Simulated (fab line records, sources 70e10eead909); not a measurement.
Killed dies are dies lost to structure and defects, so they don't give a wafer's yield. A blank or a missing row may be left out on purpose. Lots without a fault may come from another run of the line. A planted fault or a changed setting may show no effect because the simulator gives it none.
Which tool did it? | flow nand_harc | 24 lots, 72 wafers sampled, at 4 steps of a route of 1302

WHAT THE GAUGES READ, wafer by wafer
NHARC_A_SGD_CUT_INSPECT_11. Usual: raw_defect_count 57, standard deviation 27.
lot  | measured     | on                | raw_defect_count | flag
L074 | day 19 06:23 | defect_inspect-02 | 111 121 86       |
L076 | day 19 21:50 | defect_inspect-01 | 58 65 71         |
L075 | day 19 21:52 | defect_inspect-02 | 106 129 135      |
L077 | day 20 02:38 | defect_inspect-01 | 63 67 59         |
L078 | day 20 19:07 | defect_inspect-02 | 54 57 75         |
L080 | day 21 09:32 | defect_inspect-01 | 66 59 76         |
L079 | day 21 08:41 | defect_inspect-02 | 90 78 67         |
L081 | day 22 03:25 | defect_inspect-01 | 87 44 52         |
L082 | day 23 02:58 | defect_inspect-02 | 32 32 32         |
L083 | day 23 18:28 | defect_inspect-01 | 80 84 85         |
L086 | day 23 19:20 | defect_inspect-02 | 20 41 33         |
L085 | day 23 18:41 | defect_inspect-02 | 67 61 63         |
L084 | day 24 00:38 | defect_inspect-01 | 62 56 59         |
L087 | day 24 11:25 | defect_inspect-02 | 11 15 15         |
L088 | day 25 06:54 | defect_inspect-02 | 45 45 46         |
L091 | day 25 20:13 | defect_inspect-02 | 51 54 45         |
L089 | day 26 07:34 | defect_inspect-02 | 53 60 45         |
L090 | day 26 07:22 | defect_inspect-02 | 65 68 52         |
L092 | day 26 11:13 | defect_inspect-02 | 71 52 48         |
L093 | day 27 04:09 | defect_inspect-01 | 38 28 19         |
L094 | day 27 11:29 | defect_inspect-02 | 72 67 66         |
L096 | day 28 03:58 | defect_inspect-01 | 88 85 91         |
L095 | day 28 05:04 | defect_inspect-01 | 10 10 12         |
L097 | day 28 18:29 | defect_inspect-02 | 11 20 12         |

WHICH TOOL RAN EACH LOT (tool, then ch and the chambers of the sampled wafers, then the start)
lot  | NHARC_A_STAIRCASE_STRIP_316                   | NHARC_A_STAIRCASE_CMP_450     | NHARC_A_STAIRCASE_STRIP_475
L074 | rie_diel-08 ch 1,2, day 19 03:34 or earlier   | cmp-01 ch 0,1,3, day 19 03:34 | rie_diel-10 ch 0,2,3, day 19 06:23 or earlier
L076 | rie_diel-03 ch 2,3, day 19 19:04 or earlier   | cmp-04 ch 1,2,3, day 19 19:04 | rie_diel-08 ch 1,3, day 19 21:50 or earlier
L075 | rie_diel-03 ch 0,2,3, day 19 19:12 or earlier | cmp-01 ch 0,2,3, day 19 19:12 | rie_diel-08 ch 2,3, day 19 21:52 or earlier
L077 | rie_diel-10 ch 0,1,3, day 19 23:57 or earlier | cmp-02 ch 0,3, day 19 23:57   | rie_diel-10 ch 0,1, day 20 02:38 or earlier
L078 | rie_diel-08 ch 0,1,2, day 20 16:25 or earlier | cmp-04 ch 0,2, day 20 16:25   | rie_diel-08 ch 0,1,3, day 20 19:07 or earlier
L080 | rie_diel-10 ch 0,1,3, day 21 06:51 or earlier | cmp-04 ch 0,2,3, day 21 06:51 | rie_diel-08 ch 0,2, day 21 09:32 or earlier
L079 | rie_diel-03 ch 1,2, day 21 06:05 or earlier   | cmp-02 ch 0,1, day 21 06:05   | rie_diel-10 ch 1,2,3, day 21 08:41 or earlier
L081 | rie_diel-08 ch 0,2,3, day 20 02:27            | cmp-01 ch 0,1,3, day 22 00:42 | rie_diel-10 ch 0,1,2, day 22 03:25 or earlier
L082 | rie_diel-10 ch 0,1, day 23 00:08 or earlier   | cmp-04 ch 1,2,3, day 23 00:08 | rie_diel-08 ch 0,1,2, day 23 02:58 or earlier
L083 | rie_diel-03 ch 0,1,2, day 23 15:50 or earlier | cmp-01 ch 0,1,3, day 23 15:50 | rie_diel-08 ch 0,2,3, day 23 18:28 or earlier
L086 | rie_diel-03 ch 0,1,3, day 23 16:39 or earlier | cmp-04 ch 0,1,3, day 23 16:39 | rie_diel-08 ch 0,2,3, day 23 19:20 or earlier
L085 | rie_diel-03 ch 0,1,2, day 23 15:59 or earlier | cmp-04 ch 0,2,3, day 23 15:59 | rie_diel-03 ch 1,3, day 23 18:41 or earlier
L084 | rie_diel-03 ch 0,3, day 23 21:55 or earlier   | cmp-02 ch 0,2,3, day 23 21:55 | rie_diel-10 ch 1,2,3, day 24 00:38 or earlier
L087 | rie_diel-08 ch 0,1,3, day 24 08:43 or earlier | cmp-02 ch 2,3, day 24 08:43   | rie_diel-03 ch 1,2,3, day 24 11:25 or earlier
L088 | rie_diel-08 ch 0,2, day 25 04:11 or earlier   | cmp-04 ch 1,2,3, day 25 04:11 | rie_diel-08 ch 0,3, day 25 06:54 or earlier
L091 | rie_diel-10 ch 0,2,3, day 25 17:32 or earlier | cmp-01 ch 2,3, day 25 17:32   | rie_diel-08 ch 0,3, day 25 20:13 or earlier
L089 | rie_diel-10 ch 0,3, day 26 04:35 or earlier   | cmp-01 ch 1,2,3, day 26 04:35 | rie_diel-03 ch 0,1,3, day 26 05:56
L090 | rie_diel-03 ch 0,1,2, day 26 04:18 or earlier | cmp-02 ch 1,3, day 26 04:18   | rie_diel-03 ch 1,3, day 26 05:39
L092 | rie_diel-10 ch 0,1,3, day 26 08:25 or earlier | cmp-01 ch 2,3, day 26 08:25   | rie_diel-03 ch 0,3, day 26 09:34
L093 | rie_diel-08 ch 0,1,3, day 27 01:35 or earlier | cmp-04 ch 0,1,2, day 27 01:35 | rie_diel-03 ch 0,1,3, day 27 04:09 or earlier
L094 | rie_diel-08 ch 0,1, day 27 08:54 or earlier   | cmp-01 ch 0,2,3, day 27 08:54 | rie_diel-03 ch 0,1, day 27 11:29 or earlier
L096 | rie_diel-03 ch 1,3, day 28 01:16 or earlier   | cmp-02 ch 0,2,3, day 28 01:16 | rie_diel-10 ch 0,1, day 28 03:58 or earlier
L095 | rie_diel-08 ch 0,3, day 28 02:32 or earlier   | cmp-02 ch 0,2,3, day 28 02:32 | rie_diel-08 ch 0,1,3, day 28 05:04 or earlier
L097 | rie_diel-08 ch 0,2,3, day 28 15:47 or earlier | cmp-04 ch 0,1,2, day 28 15:47 | rie_diel-03 ch 0,2, day 28 18:29 or earlier
- NHARC_A_STAIRCASE_STRIP_316: strips in O2.
- NHARC_A_STAIRCASE_CMP_450: polishes SiO2, target thk 200 nm.
- NHARC_A_STAIRCASE_STRIP_475: strips in O2, time 20 s.

WHAT THE TOOLS THEMSELVES READ (means of the sampled wafers that have a number; where no wafer has one, the mark that the record gives instead)
NHARC_A_STAIRCASE_STRIP_316. Usual: drypump_motor_current_A 5.8 A, standard deviation 0.35; oes_product_au 0.999 a.u., standard deviation 0.012; rf_vpp_V 57.8 V, standard deviation 0.94; showerhead_plenum_p_Torr 3.56 Torr, standard deviation 0.17; throttle_valve_pct 17.036 %, standard deviation 0.0094.
lot  | tool        | drypump_motor_current_A (A) | oes_product_au (a.u.) | rf_vpp_V (V) | showerhead_plenum_p_Torr (Torr) | throttle_valve_pct (%) | flag
L074 | rie_diel-08 | 5.8                         | 1.005                 | 58.2         | 3.65                            | 17.037                 |
L076 | rie_diel-03 | 5.6                         | 0.977                 | 57.6         | 3.44                            | 17.040                 |
L075 | rie_diel-03 | 5.6                         | 0.989                 | 57.7         | 3.50                            | 17.039                 |
L077 | rie_diel-10 | 5.6                         | 1.002                 | 57.6         | 3.34                            | 17.046                 |
L078 | rie_diel-08 | 5.8                         | 1.003                 | 58.4         | 3.65                            | 17.031                 |
L080 | rie_diel-10 | 5.6                         | 1.003                 | 57.2         | 3.52                            | 17.033                 |
L079 | rie_diel-03 | 6.1                         | 0.987                 | 56.9         | 3.30                            | 17.040                 |
L081 | rie_diel-08 | 6.0                         | 1.015                 | 58.2         | 3.54                            | 17.029                 |
L082 | rie_diel-10 | 5.5                         | 0.992                 | 57.4         | 3.39                            | 17.037                 |
L083 | rie_diel-03 | 5.8                         | 0.993                 | 57.9         | 3.60                            | 17.028                 |
L086 | rie_diel-03 | 5.8                         | 0.994                 | 57.5         | 3.51                            | 17.033                 |
L085 | rie_diel-03 | 5.8                         | 1.002                 | 58.5         | 3.60                            | 17.039                 |
L084 | rie_diel-03 | 5.6                         | 0.995                 | 57.8         | 3.57                            | 17.036                 |
L087 | rie_diel-08 | 6.0                         | 1.000                 | 58.1         | 3.52                            | 17.035                 |
L088 | rie_diel-08 | 5.8                         | 1.004                 | 57.7         | 3.64                            | 17.029                 |
L091 | rie_diel-10 | 5.3                         | 0.997                 | 57.7         | 3.57                            | 17.030                 |
L089 | rie_diel-10 | 5.4                         | 0.997                 | 58.3         | 3.66                            | 17.038                 |
L090 | rie_diel-03 | 5.8                         | 0.994                 | 57.4         | 3.59                            | 17.042                 |
L092 | rie_diel-10 | 5.6                         | 1.002                 | 57.4         | 3.50                            | 17.035                 |
L093 | rie_diel-08 | 6.0                         | 1.008                 | 57.9         | 3.69                            | 17.049                 |
L094 | rie_diel-08 | 5.9                         | 0.996                 | 57.9         | 3.62                            | 17.037                 |
L096 | rie_diel-03 | 5.8                         | 0.998                 | 57.2         | 3.42                            | 17.035                 |
L095 | rie_diel-08 | 6.2                         | 1.023                 | 57.8         | 3.75                            | 17.030                 |
L097 | rie_diel-08 | 6.0                         | 1.000                 | 57.9         | 3.69                            | 17.043                 |

NHARC_A_STAIRCASE_CMP_450. Usual: motor_current_A 12.0 A, standard deviation 0.99.
lot  | tool   | motor_current_A (A) | flag
L074 | cmp-01 | 11.6                |
L076 | cmp-04 | 11.9                |
L075 | cmp-01 | 12.0                |
L077 | cmp-02 | 11.4                |
L078 | cmp-04 | 12.3                |
L080 | cmp-04 | 12.3                |
L079 | cmp-02 | 12.2                |
L081 | cmp-01 | 11.4                |
L082 | cmp-04 | 11.7                |
L083 | cmp-01 | 11.4                |
L086 | cmp-04 | 13.0                |
L085 | cmp-04 | 12.7                |
L084 | cmp-02 | 11.2                |
L087 | cmp-02 | 11.2                |
L088 | cmp-04 | 12.2                |
L091 | cmp-01 | 12.5                |
L089 | cmp-01 | 12.1                |
L090 | cmp-02 | 12.2                |
L092 | cmp-01 | 12.2                |
L093 | cmp-04 | 12.4                |
L094 | cmp-01 | 12.2                |
L096 | cmp-02 | 11.5                |
L095 | cmp-02 | 11.3                |
L097 | cmp-04 | 12.7                |

NHARC_A_STAIRCASE_STRIP_475. Usual: drypump_motor_current_A 5.8 A, standard deviation 0.36; oes_product_au 1.001 a.u., standard deviation 0.011; rf_vpp_V 57.8 V, standard deviation 0.91; showerhead_plenum_p_Torr 3.56 Torr, standard deviation 0.17; throttle_valve_pct 17.037 %, standard deviation 0.0089.
lot  | tool        | drypump_motor_current_A (A) | oes_product_au (a.u.) | rf_vpp_V (V) | showerhead_plenum_p_Torr (Torr) | throttle_valve_pct (%) | flag
L074 | rie_diel-10 | 5.3                         | 0.994                 | 58.3         | 3.59                            | 17.040                 |
L076 | rie_diel-08 | 6.0                         | 1.002                 | 56.9         | 3.52                            | 17.042                 |
L075 | rie_diel-08 | 6.1                         | 1.012                 | 57.9         | 3.42                            | 17.035                 |
L077 | rie_diel-10 | 5.8                         | 0.998                 | 57.5         | 3.36                            | 17.035                 |
L078 | rie_diel-08 | 6.0                         | 1.000                 | 58.0         | 3.53                            | 17.029                 |
L080 | rie_diel-08 | 5.8                         | 1.010                 | 58.1         | 3.65                            | 17.032                 |
L079 | rie_diel-10 | 5.5                         | 0.992                 | 57.3         | 3.54                            | 17.038                 |
L081 | rie_diel-10 | 5.5                         | 1.000                 | 57.9         | 3.42                            | 17.039                 |
L082 | rie_diel-08 | 5.8                         | 1.003                 | 58.3         | 3.63                            | 17.033                 |
L083 | rie_diel-08 | 6.0                         | 1.014                 | 58.0         | 3.52                            | 17.029                 |
L086 | rie_diel-08 | 6.0                         | 1.010                 | 57.0         | 3.52                            | 17.038                 |
L085 | rie_diel-03 | 6.1                         | 0.991                 | 57.1         | 3.37                            | 17.043                 |
L084 | rie_diel-10 | 5.5                         | 0.998                 | 57.7         | 3.53                            | 17.031                 |
L087 | rie_diel-03 | 5.9                         | 0.997                 | 58.1         | 3.53                            | 17.043                 |
L088 | rie_diel-08 | 6.2                         | 1.012                 | 57.6         | 3.75                            | 17.041                 |
L091 | rie_diel-08 | 6.0                         | 1.008                 | 57.8         | 3.69                            | 17.037                 |
L089 | rie_diel-03 | 5.8                         | 1.003                 | 56.7         | 3.49                            | 17.040                 |
L090 | rie_diel-03 | 6.1                         | 0.991                 | 57.0         | 3.36                            | 17.037                 |
L092 | rie_diel-03 | 5.6                         | 1.004                 | 57.6         | 3.55                            | 17.037                 |
L093 | rie_diel-03 | 5.8                         | 1.005                 | 58.0         | 3.48                            | 17.037                 |
L094 | rie_diel-03 | 5.8                         | 0.998                 | 57.5         | 3.54                            | 17.038                 |
L096 | rie_diel-10 | 5.5                         | 1.003                 | 57.5         | 3.36                            | 17.040                 |
L095 | rie_diel-08 | 6.0                         | 1.012                 | 58.1         | 3.67                            | 17.036                 |
L097 | rie_diel-03 | 5.7                         | 0.991                 | 59.0         | 3.74                            | 17.043                 |

THE ANSWER, worked out from the rows above alone
Rule: a lot is off if the mean of its wafers that have a number lies more than 3 standard deviations from the usual mean. A lot without any number at a reading at which 4 lots or more have one is off too. The other lots that the step has rows for count as sound. The gauges are gone through in route order, then the tools' own readings, and for those a lot's mean is taken as printed above. The first step at which some lot is off is used, and at that step the reading that is off furthest; a lot without a number counts as furthest.
No lot is off at any reading shown: from this, nothing can be told.

WHAT THE SIMULATOR HAD PUT IN
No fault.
